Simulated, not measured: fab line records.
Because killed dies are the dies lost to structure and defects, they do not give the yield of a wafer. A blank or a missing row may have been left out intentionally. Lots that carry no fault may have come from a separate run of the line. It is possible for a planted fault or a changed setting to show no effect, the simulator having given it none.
fab line records ; flow n5_finfet
record lots=6; wafers=18; last_day=17
route steps=1938 shown HKMG_FIN@442 GATE_CUT@465 PASSIVATION@1936
lots that met no fault: from a run of the same line without faults
start_h: hours from the record's first day to the start of the lot's first wafer shown ; wait_h: how many hours have passed since the lot's step before this one ; " unchanged from the row above ; L1.1+2: a single row standing in for several wafers ; - no value, or no start given ; * or withheld: withheld ; < > ~ a bound
route shown NAME@n: a module of which the file shows steps, and the number in the route of the first ; usual: average and standard deviation across the fault-free wafers ; same: alike in all rows ; chamber/n: place in a boat ; sites: the reading at each site ; _std_site: their standard deviation ; _edge_site: mean of outer sites minus mean of inner sites ; radius_mm: for every site, how far away it sits from the centre of the wafer ; mask NAME#n: copy n ; behind: the last tool/chamber to shape the wafer ; hold: the reason the lot was held/the length of the hold in hours/how it ended ; device: the transistor (n, p or np) that didn't switch ; end of line: the tests these same wafers got at the end of their route ; where a step has no rows: the recipe by itself ; killed: not the wafer's yield, but the dies lost to structure and defects at the first sort ; map: dies across one wafer; x = killed, . = not, _ = none there
set.NAME: the run value of the setting; set.NAME@STEP: its run value at that earlier step ; model.NAME: the simulator's own value behind a step, which no gauge read
lots at some steps of the route; a table a step, a row a wafer
services: when a tool's chamber went out of use (start_h, in hours from the record's first day, below 0 if earlier), for how many hours, and the reason
## steps
# step N5_HKMG_FIN_ALD_91
# recipe material=TiN; target_thk_a=10; temp_c=400; ald_precursor_family=TiCl4; ald_co_reactant=NH3; pulse_time_s=1; purge_time_s=3; co_reactant_purge_time_s=2; co_reactant_pulse_time_s=2; ald_cycles=47; pressure_torr=3
# step N5_HKMG_FIN_COAT_85
# recipe resist=SOC; temp_c=250; time_s=60; spin_rpm=1500; resist_thk_nm=300
# step N5_HKMG_FIN_ETCH_86
# recipe chemistry=N2/H2; target=SOC; target_depth_a=3932; stop_on=TiN; ion_energy_ev=100; bias_w=61; pressure_mtorr=30; source_w=850; n2_flow_sccm=200; h2_flow_sccm=200
# step N5_HKMG_FIN_STRIP_89
# recipe chemistry=N2/H2; material=SOC; time_s=20; power_w=500; temp_c=40; pressure_mtorr=50; rf_frequency_hz=6e+07; bias_power_w=8; h2_frac=0.5; n2_flow_sccm=300; h2_flow_sccm=300
# step N5_HKMG_FIN_WET_ETCH_87
# recipe chemistry=SC1; target=TiN; mix=1:2:40; temp_c=50; time_s=154.2; target_depth_nm=4.7; dry=ipa_marangoni; rinse_time_s=30; rinse_temp_c=23
# step N5_HKMG_FIN_STRIP_88
# recipe chemistry=N2/H2; power_w=2500; temp_c=300; h2_frac=0.65; time_s=360; pressure_mtorr=withheld; n2_flow_sccm=1750; h2_flow_sccm=3250
# usual drypump_motor_current_A=5.5/0.31; heater_power_w=528/31; n2_flow_sccm=1749/4.6; temp_c=300.01/0.2
lot.wafer;tool;chamber;start_h;wait_h;drypump_motor_current_A;heater_power_w;n2_flow_sccm;rf_hours_counter_h;temp_c
L955.1;plasma_asher-01;1;76.26;0.0;5.1;562;1741;37;300.34
L955.3;plasma_asher-01;0;76.26;0.0;5.7;518;1757;-;300.12
L955.6;plasma_asher-01;1;76.26;0.0;5.1;569;1748;-;300.25
L966.1;plasma_asher-02;0;145.90;0.0;5.9;533;1752;105;299.95
L966.2;plasma_asher-02;1;145.90;0.0;5.7;482;1752;105;300.07
L966.3;plasma_asher-02;1;145.90;0.0;5.7;474;1757;-;299.93
L969.3;plasma_asher-01;0;160.41;0.1;5.7;516;1757;-;300.04
L969.4;plasma_asher-01;1;160.41;0.1;5.1;573;1746;-;299.71
L969.5;plasma_asher-01;0;160.41;0.1;5.6;511;1747;-;300.23
L974.2;plasma_asher-01;0;191.35;0.0;5.7;507;1750;60;300.03
L974.5;plasma_asher-01;0;191.35;0.0;5.7;496;1753;-;299.81
L974.6;plasma_asher-01;1;191.35;0.0;5.1;570;1746;-;300.23
L977.3;plasma_asher-02;1;208.15;0.2;5.7;485;1752;-;299.99
L977.4;plasma_asher-02;0;208.15;0.2;5.9;537;1756;-;300.05
L977.6;plasma_asher-02;0;208.15;0.2;5.9;531;1761;-;300.17
L978.1;plasma_asher-02;0;216.64;0.0;5.8;544;1749;119;300.01
L978.4;plasma_asher-02;0;216.64;0.0;5.9;538;1748;-;300.07
L978.5;plasma_asher-02;0;216.64;0.0;5.8;536;1749;-;300.12
# step N5_HKMG_FIN_NWFM_ALD_20
# recipe material=TiAlC; target_thk_a=20; temp_c=300; ald_precursor_family=TiCl4; ald_co_reactant=TEA; pulse_time_s=3; purge_time_s=2; co_reactant_purge_time_s=2; co_reactant_pulse_time_s=10; ald_cycles=7; pressure_torr=3
# step N5_HKMG_FIN_ALD_71
# recipe material=TiN; target_thk_a=10; temp_c=400; ald_precursor_family=TiCl4; ald_co_reactant=NH3; pulse_time_s=1; purge_time_s=3; co_reactant_purge_time_s=2; co_reactant_pulse_time_s=2; ald_cycles=47; pressure_torr=3
# step N5_HKMG_FIN_COAT_66
# recipe resist=SOC; temp_c=250; time_s=60; spin_rpm=1500; resist_thk_nm=300
# step N5_HKMG_FIN_ETCH_67
# recipe chemistry=N2/H2; target=SOC; target_depth_a=3889; stop_on=TiN; ion_energy_ev=100; bias_w=61; pressure_mtorr=30; source_w=850; n2_flow_sccm=200; h2_flow_sccm=200
# step N5_HKMG_FIN_STRIP_90
# recipe chemistry=N2/H2; material=SOC; time_s=20; power_w=500; temp_c=40; pressure_mtorr=50; rf_frequency_hz=6e+07; bias_power_w=8; h2_frac=0.5; n2_flow_sccm=300; h2_flow_sccm=300
# step N5_HKMG_FIN_WET_ETCH_73
# recipe chemistry=SC1; mix=1:2:40; temp_c=50; time_s=42.3; target_depth_nm=1.3; dry=ipa_marangoni; rinse_time_s=30; rinse_temp_c=23
# step N5_HKMG_FIN_ETCHBACK_68
# recipe chemistry=Cl2/Ar; stop_on=HfO2; target_depth_a=5; pressure_mtorr=10; icp_w=600; bias_w=60; Cl2_flow_sccm=40; Ar_flow_sccm=60
# usual drypump_motor_current_A=6.1/0.46; oes_product_au=0.71/0.1; throttle_valve_pct=20.9/0.31
lot.wafer;tool;chamber;start_h;wait_h;drypump_motor_current_A;oes_product_au;rf_hours_counter_h;throttle_valve_pct
L955.1;rie_metal-01;1;77.33;0.0;6.5;0.62;115;21.3
L955.3;rie_metal-01;1;77.33;0.0;6.5;0.52;-;21.4
L955.6;rie_metal-01;0;77.33;0.0;6.4;0.77;-;20.7
L966.1;rie_metal-01;1;146.99;0.0;6.5;0.61;121;21.3
L966.2;rie_metal-01;0;146.99;0.0;6.4;0.76;44;20.7
L966.3;rie_metal-01;0;146.99;0.0;6.4;0.76;-;20.7
L969.3;rie_metal-01;0;161.37;0.1;6.4;0.74;-;20.8
L969.4;rie_metal-01;1;161.37;0.1;6.5;0.60;-;21.3
L969.5;rie_metal-01;0;161.37;0.1;6.4;0.75;-;20.7
L974.2;rie_metal-02;0;192.39;0.0;6.1;0.76;43;20.9
L974.5;rie_metal-02;1;192.39;0.0;5.1;0.58;-;21.2
L974.6;rie_metal-02;0;192.39;0.0;6.0;0.76;-;20.9
L977.3;rie_metal-03;1;209.33;0.1;5.9;0.87;-;20.4
L977.4;rie_metal-03;0;209.33;0.1;5.6;0.69;-;21.1
L977.6;rie_metal-03;1;209.33;0.1;5.9;0.87;-;20.4
L978.1;rie_metal-03;0;217.68;0.0;5.5;0.69;85;21.1
L978.4;rie_metal-03;1;217.68;0.0;5.9;0.87;-;20.4
L978.5;rie_metal-03;1;217.68;0.0;5.9;0.88;-;20.4
# step N5_HKMG_FIN_STRIP_69
# recipe chemistry=N2/H2; power_w=2500; temp_c=300; h2_frac=0.65; time_s=360; pressure_mtorr=withheld; n2_flow_sccm=1750; h2_flow_sccm=3250
# usual drypump_motor_current_A=5.6/0.3; heater_power_w=525/30; n2_flow_sccm=1750/5.5; temp_c=300.01/0.2
lot.wafer;tool;chamber;start_h;wait_h;drypump_motor_current_A;heater_power_w;n2_flow_sccm;rf_hours_counter_h;temp_c
L955.1;plasma_asher-01;0;77.47;0.1;5.7;508;1755;38;300.35
L955.3;plasma_asher-01;1;77.47;0.1;5.1;575;1742;-;299.98
L955.6;plasma_asher-01;0;77.47;0.1;5.7;508;1746;-;300.42
L966.1;plasma_asher-01;0;147.13;0.1;5.7;510;1751;51;300.18
L966.2;plasma_asher-01;1;147.13;0.1;5.1;575;1747;51;299.71
L966.3;plasma_asher-01;1;147.13;0.1;5.1;575;1748;-;299.67
L969.3;plasma_asher-01;1;161.59;0.2;5.1;564;1739;-;299.55
L969.4;plasma_asher-01;0;161.59;0.2;5.7;504;1749;-;299.92
L969.5;plasma_asher-01;1;161.59;0.2;5.1;577;1748;-;299.59
L974.2;plasma_asher-02;0;192.53;0.1;5.9;540;1754;114;300.19
L974.5;plasma_asher-02;1;192.53;0.1;5.7;480;1755;-;300.12
L974.6;plasma_asher-02;0;192.53;0.1;5.9;537;1752;-;300.14
L977.3;plasma_asher-01;0;209.56;0.2;5.7;514;1761;-;300.03
L977.4;plasma_asher-01;1;209.56;0.2;5.1;568;1751;-;299.96
L977.6;plasma_asher-01;0;209.56;0.2;5.7;508;1747;-;299.70
L978.1;plasma_asher-02;0;217.82;0.1;5.9;525;1739;120;300.09
L978.4;plasma_asher-02;1;217.82;0.1;5.7;499;1744;-;299.98
L978.5;plasma_asher-02;1;217.82;0.1;5.7;485;1741;-;299.92
# step N5_HKMG_FIN_ALD_21
# recipe material=TiN; target_thk_a=15; temp_c=400; ald_precursor_family=TiCl4; ald_co_reactant=NH3; pulse_time_s=1; purge_time_s=3; co_reactant_purge_time_s=2; co_reactant_pulse_time_s=2; ald_cycles=68; pressure_torr=3
# step N5_HKMG_FIN_ALD_72
# recipe material=W; target_thk_a=20; temp_c=300; pressure_torr=7.5; ald_precursor_family=WF6; ald_co_reactant=B2H6; pulse_time_s=1; purge_time_s=2; co_reactant_purge_time_s=2; co_reactant_pulse_time_s=3; ald_cycles=7
# step N5_HKMG_FIN_W_FILL_22
# recipe material=W; target_thk_a=600; temp_c=400; pressure_torr=39.4; time_s=18.2
# step N5_HKMG_FIN_PRECLEAN_83
# recipe chemistry=DIW; time_s=57.5; temp_c=23
# step N5_HKMG_FIN_SRD_84
# recipe dry_time_s=32; dry=n2_spin; spin_rpm=1500
# step N5_HKMG_FIN_CMP_23
# recipe stop_on=SiNx; t_overpolish_s=10; post_cmp_clean=rinse_only; down_force_psi=4; platen_rpm=50.289; pad_velocity_m_s=1.0006; target_thk_nm=46.326
# step N5_HKMG_FIN_CMP_94
# recipe stop_on=SiNx; post_cmp_clean=w_dilute_nh4oh; t_overpolish_s=4.7; down_force_psi=4; platen_rpm=50.289; pad_velocity_m_s=1.0006; target_thk_nm=43.299
# usual motor_current_A=11.9/1.1; slurry_flow_ml_min=150.0/0.44
lot.wafer;tool;chamber;start_h;wait_h;motor_current_A;slurry_flow_ml_min
L955.3;cmp-04;2;78.90;0.3;10.5;150.5
L955.1;cmp-04;3;78.90;0.3;12.0;150.3
L955.6;cmp-04;2;78.90;0.3;9.8;150.5
L966.1;cmp-02;0;148.56;0.3;12.1;149.5
L966.2;cmp-02;1;148.56;0.3;13.3;150.1
L966.3;cmp-02;2;148.56;0.3;11.7;149.8
L969.3;cmp-03;0;162.90;0.3;11.0;149.2
L969.4;cmp-03;1;162.90;0.3;11.8;149.5
L969.5;cmp-03;3;162.90;0.3;13.7;150.3
L974.2;cmp-04;2;194.02;0.2;10.3;150.7
L974.6;cmp-04;3;194.02;0.2;13.0;150.0
L974.5;cmp-04;0;194.02;0.2;11.3;149.4
L977.4;cmp-04;3;210.89;0.3;11.8;149.4
L977.3;cmp-04;0;210.89;0.3;10.2;150.7
L977.6;cmp-04;1;210.89;0.3;12.3;149.2
L978.1;cmp-03;1;219.22;0.4;12.2;150.7
L978.4;cmp-03;3;219.22;0.4;14.0;149.4
L978.5;cmp-03;2;219.22;0.4;13.5;149.4
# step N5_GATE_CUT_ETCHBACK_00
# recipe chemistry=SF6/Cl2; target=W; pressure_mtorr=8; icp_w=900; bias_w=80; SF6_flow_sccm=40; Cl2_flow_sccm=60
# step N5_GATE_CUT_ETCH_56
# recipe chemistry=Cl2/Ar; target=TiN; target_depth_a=216; pressure_mtorr=10; icp_w=600; bias_w=60; Cl2_flow_sccm=40; Ar_flow_sccm=60
# step N5_GATE_CUT_ETCHBACK_30
# recipe chemistry=Cl2/Ar; target=TiN; target_depth_a=30; mode=isotropic; pressure_mtorr=10; icp_w=600; bias_w=60; Cl2_flow_sccm=40; Ar_flow_sccm=60
# usual drypump_motor_current_A=6.0/0.45; oes_product_au=0.73/0.1; throttle_valve_pct=20.91/0.3
lot.wafer;tool;chamber;start_h;wait_h;drypump_motor_current_A;oes_product_au;rf_hours_counter_h;throttle_valve_pct
L955.1;rie_metal-03;1;79.34;0.1;5.9;0.95;2;20.34
L955.3;rie_metal-03;1;79.34;0.1;5.9;0.96;-;20.34
L955.6;rie_metal-03;1;79.34;0.1;5.9;0.96;-;20.35
L966.1;rie_metal-02;0;149.00;0.1;6.0;0.78;38;20.89
L966.2;rie_metal-02;1;149.00;0.1;5.1;0.60;127;21.15
L966.3;rie_metal-02;0;149.00;0.1;6.0;0.78;-;20.90
L969.3;rie_metal-03;0;163.36;0.0;5.6;0.71;-;21.08
L969.4;rie_metal-03;1;163.36;0.0;5.8;0.89;-;20.37
L969.5;rie_metal-03;0;163.36;0.0;5.6;0.70;-;21.07
L974.2;rie_metal-01;1;194.41;0.1;6.5;0.61;126;21.24
L974.5;rie_metal-01;1;194.41;0.1;6.5;0.61;-;21.26
L974.6;rie_metal-01;0;194.41;0.1;6.4;0.75;-;20.76
L977.3;rie_metal-02;0;211.54;0.1;6.0;0.76;-;20.90
L977.4;rie_metal-02;0;211.54;0.1;6.0;0.77;-;20.89
L977.6;rie_metal-02;0;211.54;0.1;6.0;0.76;-;20.88
L978.1;rie_metal-03;0;219.69;0.1;5.6;0.70;85;21.07
L978.4;rie_metal-03;1;219.69;0.1;5.9;0.88;-;20.36
L978.5;rie_metal-03;0;219.69;0.1;5.6;0.70;-;21.08
# step N5_GATE_CUT_VAPOR_ETCH_60
# recipe chemistry=BCl3/Cl2; target=HfO2; mode=isotropic
# step N5_GATE_CUT_ETCH_58
# recipe chemistry=CH3F/O2; target=SiNx; target_depth_a=170; time_s=128.6; ion_energy_ev=50; pressure_mtorr=30; source_w=415; bias_w=21; Ar_flow_sccm=150; CH3F_flow_sccm=30; O2_flow_sccm=20
# step N5_GATE_CUT_STRIP_59
# recipe chemistry=N2/H2; time_s=20; power_w=100; temp_c=40; pressure_mtorr=100; rf_frequency_hz=6e+07; bias_power_w=3; n2_flow_sccm=300; h2_flow_sccm=300
# step N5_GATE_CUT_PRECLEAN_31
# recipe temp_c=23; chemistry=DIW; time_s=300
# step N5_GATE_CUT_SRD_32
# recipe time_s=30; temp_c=23; rinse_liquid=diw; dry=ipa_marangoni
# step N5_GATE_CUT_SAC_CAP_01
# recipe material=SiNx; target_thk_a=240; temp_c=400; ald_precursor_family=SiH2I2; ald_co_reactant=N2/H2-plasma; pulse_time_s=1; ald_cycles=480; purge_time_s=2; co_reactant_purge_time_s=2; pressure_torr=2
# usual heater_power_w=869/100; precursor_pulse_height_rel=0.999/0.02
lot.wafer;tool;chamber;start_h;wait_h;heater_power_w;precursor_pulse_height_rel
L955.1;ald_sin-02;1;79.78;0.0;819;1.018
L955.3;ald_sin-02;3;79.78;0.0;1059;0.987
L955.6;ald_sin-02;1;80.87;1.1;829;1.002
L966.1;ald_sin-03;3;149.40;0.0;750;0.951
L966.2;ald_sin-03;0;149.40;0.0;926;1.009
L966.3;ald_sin-03;2;149.40;0.0;967;1.000
L969.3;ald_sin-03;0;163.75;0.0;896;0.991
L969.4;ald_sin-03;3;163.75;0.0;745;0.994
L969.5;ald_sin-03;2;164.83;1.1;944;0.999
L974.2;ald_sin-01;1;195.05;0.0;808;1.030
L974.5;ald_sin-01;1;196.14;1.1;807;1.000
L974.6;ald_sin-01;0;196.14;1.1;815;0.945
L977.3;ald_sin-02;3;211.99;0.0;1094;1.008
L977.4;ald_sin-02;2;211.99;0.0;925;1.012
L977.6;ald_sin-02;1;213.07;1.1;814;0.992
L978.1;ald_sin-02;3;220.09;0.0;1066;1.009
L978.4;ald_sin-02;1;220.09;0.0;833;0.968
L978.5;ald_sin-02;3;221.18;1.1;1074;0.982
# step N5_GATE_CUT_PECVD_57
# recipe material=SiNx; target_thk_a=210; temp_c=400; precursor=SiH4/NH3/N2; pressure_torr=1.5; rf_w=300
# step N5_GATE_CUT_CMP_02
# recipe stop_on=SiO2; t_overpolish_s=12.7; post_cmp_clean=alkaline_brush; down_force_psi=2.5; platen_rpm=51.8; pad_velocity_m_s=1.0307; target_thk_nm=0
# step N5_GATE_CUT_HM_DEP_46
# recipe material=SiO2; target_thk_a=1300; temp_c=400; precursor=TEOS/O2; pressure_torr=6.5; rf_w=900; teos_flow_sccm=161.4; gas=O2; flow_sccm=2650; time_s=26.6
# step N5_GATE_CUT_COAT_34
# recipe resist=SOC; temp_c=250; time_s=60; spin_rpm=1500; resist_thk_nm=60
# step N5_GATE_CUT_COAT_35
# recipe resist=SiARC; temp_c=220; time_s=60; spin_rpm=1500; resist_thk_nm=10
# step N5_GATE_CUT_COAT_27
# recipe resist=underlayer; temp_c=205; time_s=60; spin_rpm=1500; resist_thk_nm=10
# step N5_GATE_CUT_COAT_07
# recipe resist=CAR-EUV; spin_rpm=1500; resist_thk_nm=30
# step N5_GATE_CUT_EBR_09
# recipe solvent=PGMEA; ebr_width_mm=1.5
# step N5_GATE_CUT_SOFTBAKE_08
# recipe temp_c=110; time_s=60; resist=CAR-EUV
# step N5_PASSIVATION_PROBE_49
# usual killed_at_M0_to_M3=32/9.7; killed_at_M4_up=14/5.3; killed_at_contacts=11/6; killed_at_front_end=39/14; killed_at_other=3.3/2.7; killed_dies=100/17; killed_on_rim=14/4; killed_open=66/13; killed_short=32/7.4
# same gross_dies=1180; killed_at_back_side=0
lot.wafer;tool;chamber;start_h;wait_h;killed_at_M0_to_M3;killed_at_M4_up;killed_at_contacts;killed_at_front_end;killed_at_other;killed_dies;killed_on_rim;killed_open;killed_short
L966.2;prober-01;-;341.56;0.1;37;17;18;75;2;149;29;80;29
L966.3;prober-01;-;341.61;0.1;56;23;10;82;1;172;35;98;31
L969.3;prober-01;-;342.84;0.1;22;12;13;82;3;132;27;44;45
L969.5;prober-01;-;342.94;0.2;27;9;24;82;4;146;24;71;28
# killed by level:class
L966.2 HKMG_FIN:unspecified=37 BEOL_M2:geometric_particle:open=13 MOL_CONTACT_COAG:geometric_particle:open=13 FIN_SAQP:geometric_particle:open=9 BEOL_M4:geometric_particle:open=9 STI_FIN_REVEAL:geometric_particle:open=8 BEOL_M0_SAQP:geometric_particle:open=6 MOL_CONTACT_COAG:geometric_particle:short=5
L966.3 HKMG_FIN:unspecified=41 FIN_SAQP:geometric_particle:open=16 BEOL_M4:geometric_particle:open=16 BEOL_M2:geometric_particle:open=14 BEOL_M3:geometric_particle:open=14 FIN_SAQP:geometric_particle:short=11 BEOL_M0_SAQP:geometric_particle:open=11 MOL_CONTACT_COAG:geometric_particle:open=9
L969.3 HKMG_FIN:unspecified=43 FIN_SAQP:geometric_particle:short=11 GATE_CUT:geometric_particle:short=11 MOL_CONTACT_COAG:geometric_particle:open=7 BEOL_M2:geometric_particle:open=6 MOL_CONTACT_COAG:geometric_particle:short=6 BEOL_M2:geometric_particle:short=4 BEOL_M3:geometric_particle:open=4
L969.5 HKMG_FIN:unspecified=47 MOL_CONTACT_COAG:geometric_particle:open=20 BEOL_M2:geometric_particle:open=12 FIN_SAQP:geometric_particle:open=8 BEOL_M0_SAQP:geometric_particle:short=6 BEOL_M4:geometric_particle:open=4 FIN_SAQP:geometric_particle:short=4 MOL_CONTACT_COAG:geometric_particle:short=4
# map L966.3 (x killed, . not)
_________________.x.x.x......________________
______________.................._____________
___________..x....x......x.x.......__________
__________........x......x..x......._________
________....x...x......xx.........x..._______
_______................x...x.x....x....______
______....................xx............_____
_____xx..........x.....................x.____
____.x....................................___
___..x...x............x..............x.....__
___.x....................x...xx.x........xx__
__.........x.........x.........xx...x......._
__x...x.x...x.x..x................x........x_
_...........x.......xx....x........x..x.x.x..
_......x...x..........x.....x..x.............
_...x........x............x....x...........x.
_.................x.x...x..........x.........
_............................................
_.....................x...................x.x
_...x...................x..........x....x.x.x
_x...........x.................x.......x.x.xx
__...x.x.............x..xx....x.....x...xxxx_
__....x...................x...........xxxxxx_
___..............x.x........x.......xxxxxxx__
___x....................x.x..x.......xxxxxx__
____.x...........x...x.x............x.xxxx___
_____x...x..........................x.xxx____
______..x......x.......x....x.x......xxx_____
_______..x...x.....x.xx...x........x.xx______
________......x.....x..x...xx.x......x_______
__________..x..............x........_________
___________......x.............x...__________
______________.......xx........._____________
_________________............________________
# map L969.5 (x killed, . not)
_________________............________________
______________.......x.......x.._____________
___________....x...................__________
__________..........x..x............_________
________.............x.......x........_______
_______x....x.....................x....______
______.x...x...........x.............x.._____
_____..........x.x................xx.....____
____......................................___
___.......xx..............x.......x..x.....__
___...............x......x.x.......xx......__
__....x............x.x.....x.............x.._
__..xx.x......x..................x...x......_
_x.................x.x..........x............
_................x...........................
_.............x...........x.x.........x....x.
_................x..................x........
_........x.......xx............x.............
_........x................................x.x
_x.x......x...x.x...........x......x.....xx.x
_..x..............................x....xxxxx.
__........xx....x..............x..x..x.xxxxx_
__.x...xx............x......x........xxxxxxx_
___.................................xxx.xxx__
___..........x.................x....xxxxxxx__
____.....x.........x.................xxxxx___
_____...x...............x............xxxx____
______.........x.........x........x..xxx_____
_______..x......x.........x......x....x______
________...x............x.x.........x._______
__________.......x........x..x.....x_________
___________........................__________
______________.......x.........._____________
_________________............________________
## services
tool;chamber;start_h;hours;kind
ald_sin-01;2;54.48;36.2;repair
cmp-04;-;55.86;5.2;pm
ald_sin-02;1;56.56;12.0;repair
ald_sin-01;3;63.34;11.1;repair
cmp-04;-;64.14;1.5;repair
ald_sin-02;-;69.06;6.0;pm
plasma_asher-01;-;84.38;1.2;repair
ald_sin-03;-;85.54;14.0;pm
plasma_asher-01;-;88.71;1.4;repair
ald_sin-02;-;88.84;0.5;repair
cmp-03;-;102.60;1.9;repair
ald_sin-01;2;121.58;1.6;repair
ald_sin-01;0;155.56;9.1;repair
cmp-04;-;158.74;3.8;repair
ald_sin-01;-;176.91;14.0;pm
cmp-02;-;178.01;4.0;pm
ald_sin-03;-;183.57;6.1;pm
cmp-03;-;184.14;4.0;pm
plasma_asher-02;-;184.82;2.1;repair
cmp-02;-;210.96;1.2;repair
ald_sin-01;0;211.20;20.1;repair
rie_metal-01;0;214.85;8.2;repair
cmp-04;-;219.35;4.8;pm
rie_metal-02;-;220.54;1.9;repair
## key
first_sign step=N5_PASSIVATION_PROBE_49; reading=killed_at_front_end; direction=up; sigmas=2.9; usual=39; struck=80
effect step=N5_PASSIVATION_PROBE_49; reading=killed_dies; direction=up; sigmas=2.9; usual=100; struck=150; wafers_moved=3
more_kills_born_at N5_HKMG_FIN_ETCHBACK_68@rie_metal-01=168
met_at N5_HKMG_FIN_ETCHBACK_68
struck_wafers L966.2,L966.3,L969.3,L969.5
tester_left_out L966,L969
onset_between 77.33 146.99
fault kind=chamber_particle_source; tool=rie_metal-01; chamber=0; onset_h=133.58; steps=N5_HKMG_FIN_ETCHBACK_68; rate_per_visit_cm2=0.38818; end_h=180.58
# tester_left_out: of these lots the tester's yield and bins aren't shown, on N5 and GAA mostly nor the transistor test; their killed dies are dies lost to structure and defects alone, not to doping, threshold or leakage, so they don't give the yield
